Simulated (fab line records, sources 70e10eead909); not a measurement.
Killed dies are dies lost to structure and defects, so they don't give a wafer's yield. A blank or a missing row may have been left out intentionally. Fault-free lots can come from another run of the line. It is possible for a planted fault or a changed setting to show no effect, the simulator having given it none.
A lot that was struck, set against a sound lot -- flow nand_harc -- 15 steps out of a route of 1159
Sound: these wafers, L608.3, L608.5, L608.6. Struck: wafers L614.1, L614.2. (L614.5 of the same lot was not struck and is left out.) The cause comes at the end.
Each step with rows lists, per side, the tool, then ch with its chambers, then its first start. Under that, the readings that differ: sound wafers -- struck wafers -- difference of the means -- sigmas: that difference in standard deviations of wafers without a fault.
alike: same words and numbers on both sides, and readings whose means sit less than 2 such deviations apart. not compared: any withheld reading, any reading some wafer has no value for, any bound like >300 that may hide the same value, and any number with overlapping values for which the record gives no deviation.
Wherever a step has rows on one side only, a row that says differs or no value, or a row with sigmas, the two part there. Non-overlapping numbers with no deviation appear without sigmas and do not part them. A reading missing from all wafers of one side parts the sides only when that side holds two or more wafers.

first, 6 steps without rows for these wafers: NHARC_P_STI_COAT_03 (resist thk 600 nm); NHARC_P_STI_SOFTBAKE_04 (time 70 s); NHARC_P_STI_EBR_05; NHARC_P_STI_EXPOSE_06 (exposes mask P STI, target cd 200 nm); NHARC_P_STI_PEB_07 (peb time 80 s); NHARC_P_STI_DEVELOP_08 (time 50 s).
NHARC_P_STI_CD_MEAS_09: the cd target is 200 nm.
  sound on cd_sem-02 ch 0, day 2 22:23; struck on cd_sem-02 ch 0, day 4 06:33
  alike: cd_nm
NHARC_P_STI_OVL_MEAS_10:
  sound on overlay-01 at day 2 22:28; struck on overlay-01 at day 4 06:38
  alike: overlay_x_nm, overlay_y_nm
NHARC_P_STI_INSPECT_11:
  sound on defect_inspect-02 at day 2 22:30; struck on defect_inspect-01 at day 4 06:41
  alike: raw_defect_count
then, 1 step without rows for these wafers: NHARC_P_STI_HARDBAKE_13 (time 65 s).
NHARC_P_STI_DESCUM_14: chemistry O2, time 3 s.
  sound on rie_diel-10 ch 0,3, day 2 22:38; struck on rie_diel-10 ch 0,2, day 4 06:49
reading,sound,struck,difference,sigmas
throttle_valve_pct (%),11.302 11.313 11.300,11.322 11.330,+0.021,+2
  alike: drypump_motor_current_A, mfc_ar_sccm, oes_product_au, rf_vpp_V, showerhead_plenum_p_Torr
  not compared: rf_hours_counter_h
NHARC_P_STI_ETCH_42: etches the open film in N2/H2, target depth 80 nm, overetch 24 nm, time 61 s.
  sound on rie_diel-10 ch 2,3, day 2 22:43; struck on rie_diel-10 ch 2,3, day 4 06:54
  alike: drypump_motor_current_A, mfc_ar_sccm, oes_product_au, rf_vpp_V, run_length_s, showerhead_plenum_p_Torr, throttle_valve_pct
  not compared: rf_hours_counter_h
NHARC_P_STI_ETCH_31: etches the open film in CF4/CHF3, target depth 108.9 nm, time 54.5 s.
  sound on rie_diel-10 ch 2,3, day 2 22:49; struck on rie_diel-10 ch 1,2, day 4 06:59
reading,sound,struck,difference,sigmas
run_length_s (s),75.6 75.6 75.6,64.5 64.6,-11.0,-29
  alike: chf3_flow_sccm, drypump_motor_current_A, mfc_ar_sccm, oes_product_au, rf_vpp_V, showerhead_plenum_p_Torr, throttle_valve_pct
  not compared: rf_hours_counter_h
NHARC_P_STI_ETCH_15: etches the open film in HBr/Cl2, target depth 300 nm, time 100.1 s.
  sound on rie_si-01 ch 0,1, day 2 22:55; struck on rie_si-01 ch 1,2, day 4 07:05
  alike: drypump_motor_current_A, mfc_cl2_sccm, oes_product_au, throttle_valve_pct
  not compared: rf_hours_counter_h
-- break in the record here, with 16 days between the starts of the struck wafers on either side (left off in module P_STI, picked up again in module END, where the first step shown is number 1159 on the route) --
NHARC_END_SORT_01:
  at this point the record logs the struck wafers (prober-01 ch 0, day 20 18:12) and has no rows for the sound ones

WHERE THEY PART
At NHARC_P_STI_DESCUM_14 first; at NHARC_END_SORT_01 last (within this record only).

WHY: what the simulator had put in
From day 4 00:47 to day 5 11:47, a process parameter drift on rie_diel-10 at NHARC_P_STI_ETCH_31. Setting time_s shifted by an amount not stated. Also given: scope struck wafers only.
